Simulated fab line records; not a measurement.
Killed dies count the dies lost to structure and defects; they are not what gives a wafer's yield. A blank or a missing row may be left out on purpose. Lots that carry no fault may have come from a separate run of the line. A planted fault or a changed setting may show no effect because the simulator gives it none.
Which tool did it? ; flow nandHarc ; 24 lots, 72 wafers sampled, at 5 steps of a route of 1302

WHAT THE GAUGES READ, wafer by wafer
NHARC_P_GATE_CD_MEAS_11: the cd target is 1640 nm. Usual: cdNm at 1640.6 nm, with a standard deviation of 1.8.
lot;measured;on;cdNm (nm);flag
L074;day 4 14:42;cdSem-01;1640.2 1639.5 1638.5;
L075;day 4 20:29;cdSem-01;1643.4 1640.9 1641.5;
L076;day 5 10:49;cdSem-02;1641.2 1642.0 1640.9;
L077;day 5 15:01;cdSem-02;1640.9 1642.4 1640.6;
L078;day 6 03:38;cdSem-03;1639.6 1642.2 1641.9;
L079;day 6 09:37;cdSem-02;1641.8 1639.1 1638.7;
L080;day 6 21:53;cdSem-02;1640.0 1643.2 1641.4;
L081;day 7 04:01;cdSem-02;1638.9 1639.9 1642.5;
L082;day 7 18:06;cdSem-01;1642.3 1641.2 1640.2;
L083;day 8 02:05;cdSem-02;1643.6 1642.1 1642.1;
L084;day 8 09:42;cdSem-01;1639.3 1642.3 1642.1;
L085;day 8 20:48;cdSem-01;1645.4 1643.8 1643.5;
L086;day 9 06:14;cdSem-03;1639.1 1638.3 1640.1;
L087;day 9 17:19;cdSem-03;1639.3 1640.2 1639.0;
L088;day 10 10:34;cdSem-02;1640.2 1639.7 1640.0;
L089;day 10 16:56;cdSem-01;1638.3 1640.8 1639.4;
L090;day 11 09:04;cdSem-01;1643.0 1640.8 1639.9;
L091;day 11 08:55;cdSem-01;1638.8 1635.4 1639.1;
L092;day 11 21:01;cdSem-02;1637.2 1639.1 1641.4;
L093;day 12 04:11;cdSem-01;1639.1 1638.0 1637.2;
L094;day 12 18:00;cdSem-02;1638.9 1639.7 1641.8;
L095;day 13 00:47;cdSem-02;1641.5 1642.6 1645.4;
L096;day 13 16:50;cdSem-02;1642.2 1640.4 1640.1;
L097;day 14 05:29;cdSem-02;1639.1 1639.4 1641.5;

NHARC_P_CONTACT_OVL_MEAS_13. Usual: overlayXNm 0.1 nm, standard deviation 0.79; overlayYNm -0.1 nm, standard deviation 0.71.
lot;measured;on;overlayXNm (nm);overlayYNm (nm);flag
L074;day 6 01:06;overlay-02;-0.7 -0.3 0.0;0.2 0.2 0.0;
L075;day 6 13:23;overlay-02;-0.9 -0.7 -0.7;0.7 0.5 0.5;
L076;day 6 21:22;overlay-01;2.1 1.6 1.5;-1.1 -1.5 -1.7;
L077;day 7 01:19;overlay-02;0.9 -0.1 0.1;-1.1 -0.8 -0.3;
L078;day 7 14:03;overlay-01;0.7 0.4 0.0;-0.6 -0.1 -0.6;
L079;day 7 19:53;overlay-01;1.5 1.2 1.5;0.9 0.7 1.1;
L080;day 8 08:29;overlay-02;0.6 0.8 0.7;-0.4 -0.4 0.0;
L081;day 8 16:26;overlay-02;-0.1 -0.7 0.1;-0.5 0.1 -0.6;
L082;day 9 06:44;overlay-02;0.4 0.8 0.9;-0.1 0.0 0.0;
L083;day 9 13:22;overlay-01;-0.4 -0.6 -0.9;-1.7 -1.6 -1.6;
L084;day 9 19:18;overlay-01;0.5 0.3 0.5;0.4 -0.4 -0.2;
L085;day 10 20:21;overlay-01;-0.4 -0.7 -1.1;0.8 1.3 0.5;
L086;day 10 23:07;overlay-01;-1.0 -0.4 -0.8;-0.6 -0.3 0.0;
L087;day 11 03:32;overlay-01;1.2 1.2 0.5;-0.4 0.0 -0.1;
L088;day 11 23:52;overlay-01;-0.2 -0.7 -0.6;-0.4 -0.5 -0.6;
L089;day 12 09:41;overlay-02;0.4 -0.3 -0.2;0.3 0.6 0.7;
L090;day 12 23:13;overlay-02;-0.8 0.0 -0.3;-0.5 0.2 0.2;
L091;day 12 23:43;overlay-02;-0.3 0.0 0.0;0.8 0.3 0.8;
L092;day 13 06:56;overlay-01;-1.2 -1.0 -0.7;-0.3 -1.1 -1.6;
L093;day 13 14:31;overlay-02;-0.6 -0.8 -0.8;0.4 0.7 0.6;
L094;day 14 04:48;overlay-01;-0.2 -0.2 -0.3;0.0 -0.3 -0.2;
L095;day 14 14:33;overlay-01;0.5 0.5 0.3;-1.2 -1.3 -1.2;
L096;day 15 02:54;overlay-02;1.8 1.8 1.5;0.8 0.5 0.3;
L097;day 15 15:54;overlay-01;0.5 -0.3 0.2;0.7 0.4 0.6;

TOOL THAT RAN EACH LOT (tool first, then ch and the chambers of the sampled wafers, then the start)
lot;NHARC_P_ZERO_WELL_DESCUM_39;NHARC_P_STI_DESCUM_14;NHARC_P_CONTACT_DEP_00
L074;rieDiel-12 ch 0,1,3, day 2 00:26;rieDiel-01 ch 1,3, day 3 00:13;pecvd-03 ch 0,1,2, day 6 01:06 or earlier
L075;rieDiel-10 ch 0,1,2, day 2 10:04;rieDiel-11 ch 0,2, day 3 06:19;pecvd-03 ch 1,2, day 6 13:23 or earlier
L076;rieDiel-12 ch 0,3, day 2 21:55;rieDiel-07 ch 0,1,3, day 3 16:53;pecvd-04 ch 0,1,2, day 6 21:22 or earlier
L077;rieDiel-06 ch 0,2,3, day 3 06:27;rieDiel-07 ch 0,1,2, day 4 04:49;pecvd-03 ch 0,1, day 7 01:19 or earlier
L078;rieDiel-12 ch 0,1,3, day 3 16:17;rieDiel-07 ch 0,1,3, day 4 14:44;pecvd-03 ch 1,2, day 7 14:03 or earlier
L079;rieDiel-10 ch 0,1,2, day 4 02:41;rieDiel-07 ch 0,1,2, day 4 21:23;pecvd-03 ch 0,1,2, day 7 19:53 or earlier
L080;rieDiel-12 ch 1,2,3, day 4 12:19;rieDiel-07 ch 0,1,2, day 5 09:16;pecvd-04 ch 1,2, day 8 08:29 or earlier
L081;rieDiel-06 ch 0,1,3, day 4 23:59;rieDiel-07 ch 0,1,3, day 5 18:06;pecvd-03 ch 0,1, day 8 16:26 or earlier
L082;rieDiel-12 ch 2,3, day 5 08:15;rieDiel-01 ch 1,2, day 6 04:36;pecvd-04 ch 0,1, day 9 06:44 or earlier
L083;rieDiel-10 ch 0,2,3, day 5 18:08;rieDiel-01 ch 0,2,3, day 6 14:24;pecvd-01 ch 0,2, day 9 13:22 or earlier
L084;rieDiel-06 ch 0,1,3, day 6 04:17;rieDiel-07 ch 0,1, day 6 22:49;pecvd-01 ch 0,1, day 9 19:18 or earlier
L085;rieDiel-10 ch 0,3, day 6 14:08;rieDiel-11 ch 2,3, day 7 10:06;pecvd-04 ch 0,1,2, day 10 20:21 or earlier
L086;rieDiel-12 ch 1,2,3, day 7 01:08;rieDiel-07 ch 0,2,3, day 7 20:21;pecvd-04 ch 1,2, day 10 23:07 or earlier
L087;rieDiel-12 ch 0,1,2, day 7 10:19;rieDiel-07 ch 0,1, day 8 05:00;pecvd-01 ch 0,2, day 11 03:32 or earlier
L088;rieDiel-06 ch 0,1,3, day 7 20:29;rieDiel-11 ch 0,2, day 8 16:58;pecvd-04 ch 0,1,2, day 11 23:52 or earlier
L089;rieDiel-10 ch 0,3, day 8 06:44;rieDiel-07 ch 0,2,3, day 9 04:11;pecvd-01 ch 0,1,2, day 12 09:41 or earlier
L090;rieDiel-12 ch 0,1,3, day 8 23:43;rieDiel-11 ch 0,3, day 9 21:21;pecvd-04 ch 1,2, day 12 23:13 or earlier
L091;rieDiel-10 ch 0,3, day 9 02:14;rieDiel-01 ch 0,3, day 9 21:12;pecvd-04 ch 1,2, day 12 23:43 or earlier
L092;rieDiel-12 ch 1,3, day 9 12:19;rieDiel-01 ch 0,3, day 10 09:07;pecvd-01 ch 0,1,2, day 13 06:56 or earlier
L093;rieDiel-12 ch 1,2,3, day 9 22:17;rieDiel-01 ch 0,1, day 10 16:16;pecvd-01 ch 0,1, day 13 14:31 or earlier
L094;rieDiel-10 ch 1,2,3, day 10 11:38;rieDiel-01 ch 1,2,3, day 11 05:46;pecvd-04 ch 0,1,2, day 14 04:48 or earlier
L095;rieDiel-06 ch 0,1,2, day 10 18:14;rieDiel-07 ch 0,1,3, day 11 14:01;pecvd-01 ch 0,1,2, day 14 14:33 or earlier
L096;rieDiel-06 ch 1,2, day 11 04:29;rieDiel-11 ch 1,2, day 12 01:34;pecvd-04 ch 0,1,2, day 15 02:54 or earlier
L097;rieDiel-06 ch 0,1,3, day 11 14:29;rieDiel-01 ch 0,3, day 12 12:56;pecvd-01 ch 0,1, day 15 15:54 or earlier
- NHARC_P_ZERO_WELL_DESCUM_39: chemistry O2, time 3 s.
- NHARC_P_STI_DESCUM_14: chemistry O2, time 3 s.
- NHARC_P_CONTACT_DEP_00: deposits SiO2, target thk 500 nm.

WHAT THE TOOLS THEMSELVES READ (means of the sampled wafers that have a number; where no wafer has one, the mark that the record gives instead)
NHARC_P_ZERO_WELL_DESCUM_39. Usual: drypumpMotorCurrentA 5.7 A, standard deviation 0.5; oesProductAu 1.000 a.u., standard deviation 0.0091; rfVppV 57.8 V, standard deviation 0.85; showerheadPlenumPTorr 1.93 Torr, standard deviation 0.055; throttleValvePct 11.310 %, standard deviation 0.0094.
lot;tool;drypumpMotorCurrentA (A);oesProductAu (a.u.);rfVppV (V);showerheadPlenumPTorr (Torr);throttleValvePct (%);flag
L074;rieDiel-12;6.0;1.004;58.4;1.94;11.316;
L075;rieDiel-10;6.0;1.004;58.6;1.93;11.316;
L076;rieDiel-12;6.1;0.999;57.1;1.93;11.300;
L077;rieDiel-06;5.4;1.014;58.2;1.96;11.309;
L078;rieDiel-12;6.0;0.998;57.9;1.93;11.304;
L079;rieDiel-10;6.0;0.997;57.1;1.93;11.304;
L080;rieDiel-12;5.9;0.996;58.1;1.95;11.307;
L081;rieDiel-06;5.9;1.006;57.6;1.91;11.310;
L082;rieDiel-12;5.9;0.999;58.1;1.96;11.304;
L083;rieDiel-10;5.5;1.000;56.7;1.94;11.320;
L084;rieDiel-06;5.9;0.992;57.1;1.90;11.309;
L085;rieDiel-10;5.2;0.995;57.8;1.92;11.317;
L086;rieDiel-12;5.9;0.999;58.7;1.95;11.307;
L087;rieDiel-12;5.9;0.996;57.6;1.92;11.294;
L088;rieDiel-06;5.9;1.001;57.4;1.90;11.307;
L089;rieDiel-10;5.2;0.992;57.4;1.92;11.303;
L090;rieDiel-12;6.0;0.998;57.3;1.92;11.311;
L091;rieDiel-10;5.4;1.005;57.7;1.86;11.307;
L092;rieDiel-12;6.0;0.992;58.9;1.95;11.321;
L093;rieDiel-12;5.9;0.991;58.1;1.94;11.310;
L094;rieDiel-10;5.8;1.012;57.8;1.97;11.302;
L095;rieDiel-06;5.6;1.002;58.0;1.92;11.307;
L096;rieDiel-06;5.5;1.002;57.6;1.87;11.312;
L097;rieDiel-06;5.9;1.005;57.6;1.89;11.313;

NHARC_P_STI_DESCUM_14. Usual: drypumpMotorCurrentA 5.7 A, standard deviation 0.57; oesProductAu 1.001 a.u., standard deviation 0.0095; rfVppV 57.8 V, standard deviation 0.78; showerheadPlenumPTorr 1.91 Torr, standard deviation 0.086; throttleValvePct 11.311 %, standard deviation 0.0085.
lot;tool;drypumpMotorCurrentA (A);oesProductAu (a.u.);rfVppV (V);showerheadPlenumPTorr (Torr);throttleValvePct (%);flag
L074;rieDiel-01;6.1;1.003;58.2;1.98;11.307;
L075;rieDiel-11;5.8;0.984;57.4;1.90;11.314;
L076;rieDiel-07;5.7;1.000;58.1;1.93;11.306;
L077;rieDiel-07;5.9;0.991;58.8;1.95;11.306;
L078;rieDiel-07;5.8;0.993;58.3;1.93;11.314;
L079;rieDiel-07;5.9;0.992;57.7;1.95;11.311;
L080;rieDiel-07;5.9;1.010;57.6;1.95;11.309;
L081;rieDiel-07;5.7;1.009;57.6;1.93;11.317;
L082;rieDiel-01;5.8;1.000;57.1;1.86;11.318;
L083;rieDiel-01;5.2;1.004;56.9;1.81;11.312;
L084;rieDiel-07;5.6;1.000;57.7;1.94;11.315;
L085;rieDiel-11;5.5;0.995;58.3;1.98;11.310;
L086;rieDiel-07;5.5;1.014;58.0;1.90;11.317;
L087;rieDiel-07;5.6;1.004;58.2;1.94;11.313;
L088;rieDiel-11;5.8;0.994;58.0;1.90;11.308;
L089;rieDiel-07;5.5;1.002;57.8;1.90;11.316;
L090;rieDiel-11;5.4;0.997;57.5;1.82;11.317;
L091;rieDiel-01;5.2;0.997;57.9;1.84;11.313;
L092;rieDiel-01;5.2;0.999;57.7;1.84;11.311;
L093;rieDiel-01;6.0;1.007;57.3;1.94;11.311;
L094;rieDiel-01;5.7;1.000;57.6;1.89;11.310;
L095;rieDiel-07;5.8;1.006;58.2;1.93;11.313;
L096;rieDiel-11;5.9;0.992;57.7;2.03;11.312;
L097;rieDiel-01;5.1;0.997;57.5;1.81;11.312;

NHARC_P_CONTACT_DEP_00. Usual: heaterPowerW 599 W, standard deviation 70; throttleValvePct 16.0 %, standard deviation 0.49.
lot;tool;heaterPowerW (W);throttleValvePct (%);flag
L074;pecvd-03;613;15.8;
L075;pecvd-03;683;15.5;
L076;pecvd-04;584;16.1;
L077;pecvd-03;609;16.3;
L078;pecvd-03;610;15.3;
L079;pecvd-03;547;15.9;
L080;pecvd-04;552;16.1;
L081;pecvd-03;645;15.9;
L082;pecvd-04;521;16.1;
L083;pecvd-01;643;16.0;
L084;pecvd-01;649;15.8;
L085;pecvd-04;567;16.4;
L086;pecvd-04;516;16.1;
L087;pecvd-01;610;16.1;
L088;pecvd-04;562;16.4;
L089;pecvd-01;606;15.9;
L090;pecvd-04;593;15.8;
L091;pecvd-04;622;16.0;
L092;pecvd-01;655;16.1;
L093;pecvd-01;613;16.0;
L094;pecvd-04;606;16.1;
L095;pecvd-01;608;15.8;
L096;pecvd-04;566;16.1;
L097;pecvd-01;592;15.8;

THE ANSWER, worked out from the rows above alone
Rule: a lot is off if the mean of its wafers that have a number lies more than 3 standard deviations from the usual mean. Also off: a lot with no number at a reading for which 4 or more lots have one. Any other lot the step has rows for is counted as sound. The gauges are gone through in route order, then the tools' own readings, and for those a lot's mean is taken as printed above. At the first step where some lot is off, the reading lying furthest off is the one used; lots without a number count as furthest.
No lot is off on any of the readings shown, so nothing can be concluded from this.

WHAT THE SIMULATOR PUT IN
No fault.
